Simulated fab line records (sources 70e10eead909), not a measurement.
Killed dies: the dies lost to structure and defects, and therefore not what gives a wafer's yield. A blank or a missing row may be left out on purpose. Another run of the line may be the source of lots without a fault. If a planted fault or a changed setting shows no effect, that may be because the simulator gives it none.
fab line records | flow nand_harc
record: lots: 6 | wafers: 18 | last_day: 24
route steps=1159 shown A_BLC@977
lots that met no fault: from a run of the same line without faults
start_h: hours from the record's first day to the start of the lot's first wafer shown | wait_h: time in hours since the lot's previous step | " identical to the entry in the row above | L1.1+2: a row that stands for several wafers | - no value, or no start was given | * or withheld: withheld | < > ~ a bound
route shown NAME@n: names a module that has steps shown in the file, with the first one's number in the route | usual: mean/standard deviation of fault-free wafers | same: alike in all rows | chamber/n: place in a boat | sites: each site's reading | _std_site: standard deviation of those values | _edge_site: inner sites' mean taken away from outer sites' mean | radius_mm: how far each site lies from the wafer's centre | mask NAME#n: copy n | behind: tool/chamber where the wafer was last shaped | hold: why the lot went on hold/how many hours it stayed there/how the hold came to an end | device: the transistor (n, p or np) that didn't switch | end of line: tests of these same wafers at the route's end | a step given without rows: its recipe and nothing more | killed: the dies lost at the first sort to structure and to defects; this is not the yield of the wafer | map: the dies of a wafer, with x for killed, . for not killed, _ for no die there
set.NAME: setting as actually run; set.NAME@STEP: the setting as run at that earlier step | model.NAME: the simulator's own value behind a step, which no gauge read
certain route steps with their lots: each step a table, each wafer a row
services: the hour from which a tool's chamber was out of use, counted from the record's first day as start_h (under 0 if before that day), plus the number of hours and why
== steps ==
step: NHARC_A_BLC_DESCUM_15
recipe: time_s: 3 | o2_flow_sccm: 200 | ar_flow_sccm: 0 | bias_power_w: 0 | chemistry: O2
usual: chamber_pressure_mTorr: 60.00/0.05 | drypump_motor_current_A: 5.7/0.51 | oes_product_au: 0.997/0.0068 | rf_vpp_V: 57.9/0.88 | showerhead_plenum_p_Torr: 1.91/0.086 | throttle_valve_pct: 11.310/0.0088
same: bias_power_w: 0
lot.wafer | tool        | chamber | start_h | wait_h | chamber_pressure_mTorr | drypump_motor_current_A | oes_product_au | rf_hours_counter_h | rf_vpp_V | showerhead_plenum_p_Torr | throttle_valve_pct
L518.5    | rie_diel-05 | 2       | 408.36  | 0.1    | 60.07                  | 6.2                     | 0.985          | -                  | 58.6     | 2.02                     | 11.297
L518.6    | "           | 3       | "       | "      | 60.01                  | 5.6                     | 1.008          | -                  | 57.2     | 1.77                     | 11.316
L518.4    | "           | 1       | "       | "      | 60.00                  | 5.4                     | 0.997          | -                  | 56.9     | 1.84                     | 11.324
L522.2    | rie_diel-05 | 1       | 442.35  | 0.1    | 60.01                  | 5.4                     | 0.988          | 11                 | 56.9     | 1.84                     | 11.308
L522.4    | "           | 2       | "       | "      | 59.92                  | 6.2                     | 1.004          | 10                 | 58.7     | 2.02                     | 11.322
L522.3    | "           | 3       | "       | "      | 59.94                  | 5.6                     | 0.997          | 10                 | 56.9     | 1.77                     | 11.317
L526.3    | rie_diel-12 | 2       | 456.90  | 0.1    | 59.98                  | 5.8                     | 1.003          | 8                  | 57.6     | 1.83                     | 11.305
L526.6    | "           | 2       | "       | "      | 59.95                  | 5.8                     | 1.020          | -                  | 57.7     | 1.83                     | 11.304
L526.5    | "           | 3       | "       | "      | 60.01                  | 5.7                     | 1.002          | -                  | 58.8     | 1.97                     | 11.310
L525.4    | rie_diel-06 | 0       | 466.86  | 0.1    | 59.99                  | 5.0                     | 0.995          | 15                 | 59.3     | 2.00                     | 11.304
L525.2    | "           | 1       | "       | "      | 59.95                  | 5.3                     | 0.993          | 14                 | 57.9     | 1.91                     | 11.305
L525.6    | "           | 2       | "       | "      | 60.01                  | 5.3                     | 1.007          | -                  | 58.7     | 2.03                     | 11.294
L536.2    | rie_diel-05 | 2       | 509.85  | 0.1    | 59.93                  | 6.3                     | 0.991          | 17                 | 57.6     | 2.01                     | 11.302
L536.6    | "           | 0       | "       | "      | 59.96                  | 5.3                     | 1.003          | -                  | 57.5     | 1.91                     | 11.306
L536.5    | "           | 1       | "       | "      | 60.11                  | 5.4                     | 1.002          | -                  | 58.0     | 1.83                     | 11.302
L533.3    | rie_diel-12 | 3       | 521.80  | 0.1    | 60.04                  | 5.7                     | 0.988          | 15                 | 59.0     | 1.97                     | 11.314
L533.1    | "           | 0       | "       | "      | 59.99                  | 6.7                     | 0.990          | 13                 | 58.8     | 1.84                     | 11.310
L533.5    | "           | 0       | "       | "      | 59.98                  | 6.7                     | 1.001          | -                  | 57.5     | 1.84                     | 11.315
step: NHARC_A_BLC_ETCH_16
recipe: target_depth_a: 390 | over_etch_frac: 0.3 | time_s: 65 | ion_energy_ev: 80 | cf4_flow_sccm: 150 | ar_flow_sccm: 0 | rf_w: 300 | bias_w: 100 | chemistry: CF4
usual: chamber_pressure_mTorr: 50.01/0.048 | drypump_motor_current_A: 5.7/0.5 | oes_product_au: 0.998/0.0076 | rf_vpp_V: 151.2/1.2 | showerhead_plenum_p_Torr: 1.77/0.073 | throttle_valve_pct: 13.284/0.0092
lot.wafer | tool        | chamber | start_h | wait_h | chamber_pressure_mTorr | drypump_motor_current_A | oes_product_au | rf_hours_counter_h | rf_vpp_V | showerhead_plenum_p_Torr | throttle_valve_pct
L518.6    | rie_diel-05 | 2       | 408.45  | 0.1    | 50.08                  | 6.2                     | 0.996          | -                  | 151.5    | 1.86                     | 13.280
L518.5    | "           | 3       | "       | "      | 50.04                  | 5.6                     | 0.993          | -                  | 148.7    | 1.65                     | 13.298
L518.4    | "           | 1       | "       | "      | 50.06                  | 5.4                     | 0.998          | -                  | 151.0    | 1.70                     | 13.261
L522.2    | rie_diel-05 | 0       | 442.44  | 0.1    | 50.07                  | 5.3                     | 0.991          | 10                 | 151.8    | 1.77                     | 13.280
L522.4    | "           | 1       | "       | "      | 50.04                  | 5.4                     | 1.001          | 11                 | 151.2    | 1.70                     | 13.291
L522.3    | "           | 2       | "       | "      | 50.01                  | 6.2                     | 0.996          | 10                 | 151.4    | 1.86                     | 13.287
L526.3    | rie_diel-12 | 0       | 456.99  | 0.1    | 50.00                  | 6.7                     | 0.983          | 6                  | 149.9    | 1.71                     | 13.275
L526.6    | "           | 3       | "       | "      | 50.03                  | 5.7                     | 0.985          | -                  | 152.9    | 1.82                     | 13.299
L526.5    | "           | 0       | "       | "      | 49.95                  | 6.7                     | 0.991          | -                  | 149.7    | 1.71                     | 13.285
L525.4    | rie_diel-06 | 2       | 466.93  | 0.1    | 50.04                  | 5.3                     | 0.996          | 14                 | 152.7    | 1.87                     | 13.291
L525.2    | "           | 1       | "       | "      | 50.01                  | 5.3                     | 0.999          | 14                 | 150.5    | 1.77                     | 13.271
L525.6    | "           | 2       | "       | "      | 50.02                  | 5.3                     | 1.005          | -                  | 153.2    | 1.87                     | 13.279
L536.2    | rie_diel-05 | 0       | 509.92  | 0.1    | 50.09                  | 5.3                     | 0.993          | 16                 | 151.9    | 1.77                     | 13.292
L536.5    | "           | 0       | "       | "      | 50.06                  | 5.3                     | 0.998          | -                  | 152.3    | 1.77                     | 13.294
L536.6    | "           | 1       | "       | "      | 50.00                  | 5.4                     | 0.987          | -                  | 151.2    | 1.70                     | 13.297
L533.1    | rie_diel-12 | 0       | 521.88  | 0.1    | 50.05                  | 6.7                     | 0.995          | 13                 | 151.2    | 1.71                     | 13.280
L533.3    | "           | 2       | "       | "      | 50.08                  | 5.8                     | 0.991          | 14                 | 150.3    | 1.70                     | 13.282
L533.5    | "           | 1       | "       | "      | 49.96                  | 5.4                     | 0.990          | -                  | 151.4    | 1.82                     | 13.284
step: NHARC_A_BLC_ETCH_17
recipe: target_depth_a: 3900 | over_etch_frac: 0.25 | time_s: 609.38 | ion_energy_ev: 200 | n2_flow_sccm: 150 | h2_flow_sccm: 150 | ar_flow_sccm: 0 | rf_w: 400 | bias_w: 150 | chemistry: N2/H2
step: NHARC_A_BLC_ETCH_18
recipe: target_depth_a: 9100 | c4f8_flow_sccm: 20 | o2_flow_sccm: 10 | ar_flow_sccm: withheld | rf_w: 600 | bias_w: 1500 | chemistry: C4F8/O2/Ar
usual: chamber_pressure_mTorr: 24.999/0.021 | oes_product_au: 0.946/0.021 | rf_vpp_V: 978/5.9
lot.wafer | tool        | chamber | start_h | wait_h | chamber_pressure_mTorr | oes_product_au | rf_hours_counter_h | rf_vpp_V
L518.5    | rie_diel-05 | 2       | -       | -      | 24.997                 | 0.960          | -                  | 985
L518.4    | "           | 3       | "       | "      | 25.002                 | 0.968          | -                  | 968
L518.6    | "           | 1       | "       | "      | 24.982                 | 0.962          | -                  | 973
L522.2    | rie_diel-05 | 2       | -       | -      | 24.957                 | 0.928          | 10                 | 985
L522.3    | "           | 3       | "       | "      | 25.008                 | 0.925          | 11                 | 968
L522.4    | "           | 1       | "       | "      | 24.986                 | 0.918          | 11                 | 972
L526.3    | rie_diel-12 | 2       | -       | -      | 24.994                 | 0.956          | 8                  | 973
L526.6    | "           | 3       | "       | "      | 25.006                 | 0.956          | -                  | 984
L526.5    | "           | 0       | "       | "      | 24.998                 | 0.973          | -                  | 974
L525.4    | rie_diel-06 | 3       | -       | -      | 25.012                 | 0.948          | 15                 | 985
L525.2    | "           | 1       | "       | "      | 24.997                 | 0.976          | 14                 | 979
L525.6    | "           | 3       | "       | "      | 25.015                 | 0.947          | -                  | 986
L536.2    | rie_diel-05 | 1       | -       | -      | 25.003                 | 0.922          | 16                 | 974
L536.6    | "           | 3       | "       | "      | 25.024                 | 0.924          | -                  | 968
L536.5    | "           | 0       | "       | "      | 25.046                 | 0.911          | -                  | 978
L533.1    | rie_diel-12 | 0       | -       | -      | 25.020                 | 0.954          | 13                 | 974
L533.3    | "           | 1       | "       | "      | 25.037                 | 0.922          | 15                 | 982
L533.5    | "           | 0       | "       | "      | 24.987                 | 0.968          | -                  | 973
step: NHARC_A_BLC_CD_MEAS_19
usual: cd_nm: 100.2/1.5
lot.wafer | tool      | chamber | start_h | wait_h | cd_nm
L518.4    | cd_sem-02 | -       | 409.58  | -      | 101.5
L518.5    | "         | -       | "       | "      | 100.1
L518.6    | "         | -       | "       | "      | 100.4
L522.2    | cd_sem-01 | -       | 443.33  | -      | 98.9
L522.3    | "         | -       | "       | "      | 102.0
L522.4    | "         | -       | "       | "      | 99.3
L526.3    | cd_sem-01 | -       | 457.87  | -      | 98.5
L526.5    | "         | -       | "       | "      | 97.4
L526.6    | "         | -       | "       | "      | 98.8
L525.2    | cd_sem-03 | -       | 467.81  | -      | 99.3
L525.4    | "         | -       | "       | "      | 101.8
L525.6    | "         | -       | "       | "      | 99.4
L536.2    | cd_sem-01 | -       | 510.81  | -      | 100.7
L536.5    | "         | -       | "       | "      | 101.4
L536.6    | "         | -       | "       | "      | 100.4
L533.1    | cd_sem-02 | -       | 522.76  | -      | 98.9
L533.3    | "         | -       | "       | "      | 98.7
L533.5    | "         | -       | "       | "      | 100.0
step: NHARC_A_BLC_STRIP_29
recipe: cf4_flow_sccm: 150 | ar_flow_sccm: 0 | bias_w: 0 | chemistry: CF4
usual: chamber_pressure_mTorr: 50.00/0.048 | drypump_motor_current_A: 5.7/0.45 | oes_product_au: 0.998/0.0065 | rf_vpp_V: 59.4/0.93 | showerhead_plenum_p_Torr: 1.76/0.072 | throttle_valve_pct: 13.285/0.0085
lot.wafer | tool        | chamber | start_h | wait_h | chamber_pressure_mTorr | drypump_motor_current_A | oes_product_au | rf_hours_counter_h | rf_vpp_V | showerhead_plenum_p_Torr | throttle_valve_pct
L518.5    | rie_diel-05 | 1       | 409.69  | 0.1    | 49.96                  | 5.4                     | 0.999          | -                  | 58.4     | 1.70                     | 13.272
L518.6    | "           | 2       | "       | "      | 49.99                  | 6.3                     | 0.997          | -                  | 58.4     | 1.86                     | 13.283
L518.4    | "           | 3       | "       | "      | 49.98                  | 5.6                     | 0.999          | -                  | 59.5     | 1.65                     | 13.286
L522.2    | rie_diel-05 | 1       | 443.42  | 0.1    | 49.98                  | 5.4                     | 1.007          | 11                 | 60.0     | 1.70                     | 13.285
L522.4    | "           | 2       | "       | "      | 49.99                  | 6.3                     | 0.998          | 10                 | 59.3     | 1.86                     | 13.276
L522.3    | "           | 3       | "       | "      | 50.00                  | 5.7                     | 0.996          | 11                 | 58.2     | 1.65                     | 13.291
L526.3    | rie_diel-12 | 2       | 457.97  | 0.1    | 49.88                  | 5.8                     | 0.996          | 8                  | 59.4     | 1.70                     | 13.276
L526.5    | "           | 3       | "       | "      | 50.00                  | 5.7                     | 0.988          | -                  | 59.0     | 1.82                     | 13.282
L526.6    | "           | 0       | "       | "      | 50.00                  | 6.7                     | 0.993          | -                  | 58.8     | 1.71                     | 13.294
L525.4    | rie_diel-05 | 0       | 467.89  | 0.1    | 49.98                  | 5.3                     | 1.003          | 13                 | 59.6     | 1.77                     | 13.301
L525.2    | "           | 1       | "       | "      | 49.97                  | 5.4                     | 0.998          | 14                 | 58.5     | 1.70                     | 13.284
L525.6    | "           | 1       | "       | "      | 50.01                  | 5.4                     | 0.994          | -                  | 59.0     | 1.70                     | 13.292
L536.2    | rie_diel-05 | 0       | 510.89  | 0.1    | 50.03                  | 5.3                     | 1.000          | 17                 | 59.3     | 1.77                     | 13.279
L536.5    | "           | 3       | "       | "      | 50.00                  | 5.7                     | 1.003          | -                  | 58.6     | 1.65                     | 13.291
L536.6    | "           | 0       | "       | "      | 49.98                  | 5.3                     | 0.993          | -                  | 59.0     | 1.77                     | 13.295
L533.1    | rie_diel-06 | 0       | 522.84  | 0.1    | 49.93                  | 5.0                     | 1.005          | 34                 | 59.4     | 1.84                     | 13.293
L533.3    | "           | 2       | "       | "      | 50.01                  | 5.3                     | 1.012          | 37                 | 59.8     | 1.86                     | 13.294
L533.5    | "           | 1       | "       | "      | 49.95                  | 5.2                     | 1.004          | -                  | 59.3     | 1.76                     | 13.278
step: NHARC_A_BLC_STRIP_21
recipe: o2_flow_sccm: 500 | ar_flow_sccm: 0 | bias_w: 0 | chemistry: O2
step: NHARC_A_BLC_STRIP_22
recipe: time_s: 600 | temp_c: 30 | chemistry: post_etch_residue_remover
step: NHARC_A_BLC_DEGAS_30
recipe: temp_c: 300 | time_s: 60
step: NHARC_A_BLC_PRE_CLEAN_31
recipe: time_s: 15 | bias_v: 250 | gas: Ar
step: NHARC_A_BLC_PVD_32
recipe: target_thk_a: 50 | chamber_pressure_pa: 5 | power_w: 5000 | substrate_temp_c: 200 | time_s: 17.7 | material: Ti
step: NHARC_A_BLC_ALD_23
recipe: target_thk_a: 30 | pulse_time_s: 1 | ald_cycles: 150 | temp_c: 450 | material: TiN
usual: heater_power_w: 1032/110 | precursor_pulse_height_rel: 1.000/0.022 | susceptor_temp_C: 450.01/0.24
lot.wafer | tool         | chamber | start_h | wait_h | heater_power_w | precursor_pulse_height_rel | susceptor_temp_C
L518.4    | ald_metal-02 | 0       | 410.52  | -      | 938            | 0.978                      | 449.98
L518.6    | "            | 0       | "       | "      | 909            | 1.012                      | 449.90
L518.5    | "            | 1       | "       | "      | 998            | 1.004                      | 449.75
L522.2    | ald_metal-02 | 1       | 444.18  | -      | 1031           | 0.997                      | 449.95
L522.3    | "            | 2       | "       | "      | 1269           | 1.007                      | 450.33
L522.4    | "            | 3       | "       | "      | 1007           | 1.019                      | 449.90
L526.3    | ald_metal-02 | 3       | 458.74  | -      | 1030           | 0.994                      | 449.90
L526.5    | "            | 1       | "       | "      | 971            | 1.041                      | 449.91
L526.6    | "            | 2       | "       | "      | 1309           | 0.982                      | 449.90
L525.4    | ald_metal-04 | 2       | 468.66  | -      | 1088           | 1.043                      | 449.76
L525.2    | "            | 1       | "       | "      | 991            | 0.996                      | 450.25
L525.6    | "            | 2       | "       | "      | 1105           | 1.021                      | 450.08
L536.2    | ald_metal-03 | 0       | 511.64  | -      | 1142           | 0.998                      | 450.14
L536.6    | "            | 0       | "       | "      | 1195           | 0.988                      | 450.39
L536.5    | "            | 1       | "       | "      | 956            | 0.964                      | 450.08
L533.1    | ald_metal-02 | 1       | 523.76  | -      | 1003           | 1.018                      | 450.01
L533.3    | "            | 3       | "       | "      | 1020           | 1.020                      | 449.62
L533.5    | "            | 1       | "       | "      | 1027           | 1.014                      | 450.07
step: NHARC_A_BLC_CVD_24
recipe: target_thk_a: 1500 | temp_c: 300 | pressure_torr: 40 | wf6_flow_sccm: 40 | h2_flow_sccm: 1600 | ar_flow_sccm: 1560 | time_s: 434 | material: W
usual: heater_power_w: 477/69 | susceptor_temp_C: 300.01/0.21 | throttle_valve_pct: 7.9/0.36
lot.wafer | tool     | chamber | start_h | wait_h | heater_power_w | susceptor_temp_C | throttle_valve_pct
L518.4    | cvd_w-01 | 0       | 412.51  | -      | 475            | 299.92           | 7.8
L518.6    | "        | 1       | "       | "      | 519            | 300.03           | 8.1
L518.5    | "        | 0       | "       | "      | 481            | 299.69           | 7.7
L522.2    | cvd_w-01 | 1       | 444.46  | -      | 529            | 300.07           | 8.0
L522.4    | "        | 0       | "       | "      | 482            | 300.09           | 8.2
L522.3    | "        | 1       | "       | "      | 509            | 299.66           | 8.0
L526.3    | cvd_w-01 | 0       | 463.53  | -      | 477            | -                | 8.2
L526.6    | "        | 1       | "       | "      | 512            | -                | 8.2
L526.5    | "        | 0       | "       | "      | 484            | -                | 7.7
L526.3    | cvd_w-01 | 0       | 464.40  | 0.8    | 476            | -                | 8.0
L526.6    | "        | 1       | "       | "      | 510            | -                | 8.2
L526.5    | "        | 0       | "       | "      | 480            | -                | 7.8
L525.2    | cvd_w-01 | 1       | 472.24  | -      | 512            | 299.88           | 8.1
L525.4    | "        | 1       | "       | "      | 518            | 300.15           | 8.3
L525.6    | "        | 0       | "       | "      | 468            | 300.02           | 8.1
L525.2    | cvd_w-01 | 1       | 473.65  | 1.3    | 507            | 300.25           | 8.6
L525.4    | "        | 1       | "       | "      | 526            | 300.28           | 8.0
L525.6    | "        | 0       | "       | "      | 464            | 300.15           | 8.1
L536.2    | cvd_w-01 | 0       | 511.92  | -      | 468            | 299.84           | 7.7
L536.5    | "        | 1       | "       | "      | 482            | 299.88           | 8.5
L536.6    | "        | 0       | "       | "      | 481            | 300.28           | 7.8
L533.1    | cvd_w-02 | 1       | 527.02  | -      | 359            | 299.70           | 8.3
L533.3    | "        | 1       | "       | "      | 364            | 299.96           | 8.2
L533.5    | "        | 1       | "       | "      | 365            | 299.78           | 7.8
step: NHARC_A_BLC_CMP_25
recipe: t_overpolish_s: 30 | target_thk_nm: 150
usual: motor_current_A: 12.2/1.4 | overpolish_run_s: 30.000/0.009 | time_to_endpoint_s: 29.1/2.2
lot.wafer | tool   | chamber | start_h | wait_h | motor_current_A | overpolish_run_s | time_to_endpoint_s
L518.4    | cmp-03 | 0       | 412.82  | 0.2    | 10.0            | 29.988           | 31.9
L518.6    | "      | 0       | "       | "      | 9.9             | 30.008           | 30.0
L518.5    | "      | 1       | "       | "      | 13.9            | 29.998           | 30.6
L522.4    | cmp-01 | 0       | 444.94  | 0.3    | 12.8            | 29.999           | 29.4
L522.3    | "      | 1       | "       | "      | 12.3            | 29.990           | 25.5
L522.2    | "      | 2       | "       | "      | 11.1            | 30.000           | 30.6
L526.3    | cmp-03 | 0       | 464.79  | 0.3    | 10.1            | 29.986           | 61.9
L526.6    | "      | 3       | "       | "      | 12.6            | 29.993           | 58.5
L526.5    | "      | 0       | "       | "      | 9.9             | 29.994           | 60.1
L525.4    | cmp-03 | 1       | 474.25  | 0.4    | 13.5            | 29.991           | 57.8
L525.2    | "      | 3       | "       | "      | 12.1            | 30.009           | 56.0
L525.6    | "      | 1       | "       | "      | 13.9            | 29.989           | 58.1
L536.2    | cmp-03 | 1       | 512.43  | 0.4    | 13.5            | 30.001           | 31.5
L536.5    | "      | 3       | "       | "      | 12.5            | 29.988           | 28.3
L536.6    | "      | 0       | "       | "      | 9.4             | 29.996           | 28.5
L533.3    | cmp-03 | 1       | 527.55  | 0.3    | 14.0            | 29.997           | 28.1
L533.1    | "      | 2       | "       | "      | 12.5            | 30.010           | 31.3
L533.5    | "      | 3       | "       | "      | 12.4            | 30.006           | 26.9
== services ==
tool         | chamber | start_h | hours | kind
rie_diel-06  | -       | 384.50  | 1.8   | repair
ald_metal-03 | 3       | 385.64  | 1.7   | repair
rie_diel-12  | -       | 390.11  | 1.8   | repair
cmp-01       | -       | 403.67  | 3.1   | repair
ald_metal-04 | -       | 406.00  | 10.0  | pm
rie_diel-05  | 0       | 407.06  | 5.7   | repair
rie_diel-12  | -       | 413.23  | 0.4   | repair
rie_diel-06  | -       | 419.00  | 9.0   | pm
ald_metal-03 | 0       | 422.47  | 16.3  | repair
rie_diel-12  | 0       | 430.89  | 16.2  | repair
ald_metal-04 | -       | 435.00  | 2.5   | repair
ald_metal-03 | -       | 438.57  | 2.9   | repair
cmp-03       | -       | 450.05  | 4.0   | pm
ald_metal-03 | 0       | 465.47  | 13.5  | repair
ald_metal-04 | -       | 472.59  | 0.4   | repair
cmp-01       | -       | 473.61  | 4.0   | pm
cvd_w-01     | -       | 479.19  | 13.0  | pm
rie_diel-06  | 0       | 491.34  | 12.5  | repair
rie_diel-06  | 1       | 499.29  | 12.5  | repair
ald_metal-03 | -       | 500.18  | 10.0  | pm
ald_metal-04 | 2       | 501.53  | 2.8   | repair
cvd_w-01     | -       | 506.26  | 3.2   | repair
rie_diel-06  | -       | 506.44  | 0.8   | repair
rie_diel-05  | -       | 517.60  | 9.0   | pm
== key ==
first_sign: step: NHARC_A_BLC_CVD_24 | reading: visit | direction: added
effect: step: NHARC_A_BLC_CMP_25 | reading: time_to_endpoint_s | direction: up | sigmas: 14 | usual: * | struck: *
met_at NHARC_A_BLC_CVD_24
struck_wafers L525.2,L525.4,L525.6,L526.3,L526.5,L526.6
sort_left_out L525.2,L525.4,L525.6,L526.3,L526.5,L526.6
tester_left_out L525,L526
fault: kind: repeated_step_whole | tool: cvd_w-01,cvd_w-02 | chamber: - | onset_h: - | steps: NHARC_A_BLC_CVD_24 | times: 1 | scope: struck_lots_only
tester_left_out: of these lots the tester's yield and bins aren't shown, on N5 and GAA mostly nor the transistor test; their killed dies are dies lost to structure and defects alone, not to doping, threshold or leakage, so they don't give the yield
sort_left_out: the simulated sort isn't trusted on such a fault, so these wafers' sort isn't shown, and their yield isn't known
